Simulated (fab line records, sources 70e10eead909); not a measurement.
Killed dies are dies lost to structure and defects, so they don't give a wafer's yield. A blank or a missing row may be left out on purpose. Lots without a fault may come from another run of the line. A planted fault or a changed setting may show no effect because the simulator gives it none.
Chamber matching | flow nand_harc | NHARC_P_M1_PRE_CLEAN_32 on pecvd-02: 3 sister chambers
The step time 12 s. 6 wafers are shown with their chamber, then 7 later ones without.

WAFERS WITH THEIR CHAMBER
wafer  | chamber | heater_power_w (W)
L163.6 | 1       | 788
L171.5 | 0       | 614
L177.3 | 0       | 533
L177.6 | 2       | 624
L178.1 | 2       | 650
L178.4 | 1       | 844

WAFERS WITHOUT THEIR CHAMBER
wafer  | heater_power_w (W)
L178.5 | 564
L180.2 | 570
L180.4 | 589
L180.6 | 576
L183.2 | 553
L183.3 | 565
L183.5 | 548

WHICH CHAMBER EACH WENT THROUGH
wafer  | from the rows above     | in truth
L178.5 | can't be placed: 0 or 2 | 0
L180.2 | can't be placed: 0 or 2 | 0
L180.4 | can't be placed: 0 or 2 | 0
L180.6 | can't be placed: 0 or 2 | 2
L183.2 | can't be placed: 0 or 2 | 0
L183.3 | can't be placed: 0 or 2 | 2
L183.5 | can't be placed: 0 or 2 | 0
Placed correctly: 0 of 7. Can't be placed from these rows: 7 (the true chamber is among the candidates in 7). Placed wrongly: 0.
How it was worked out, from the rows above alone: a wafer's distance from a chamber is the root of the sum, over the readings, of the square of ((its reading less the chamber's mean) divided by the reading's scatter). The wafer belongs to the nearest chamber; if the next one is less than 2 further off, it can't be placed. A chamber's mean is the mean of its shown wafers. The scatter: the root of (the sum of the squares of (reading less its chamber's mean) over the shown wafers, divided by (wafers less chambers)).
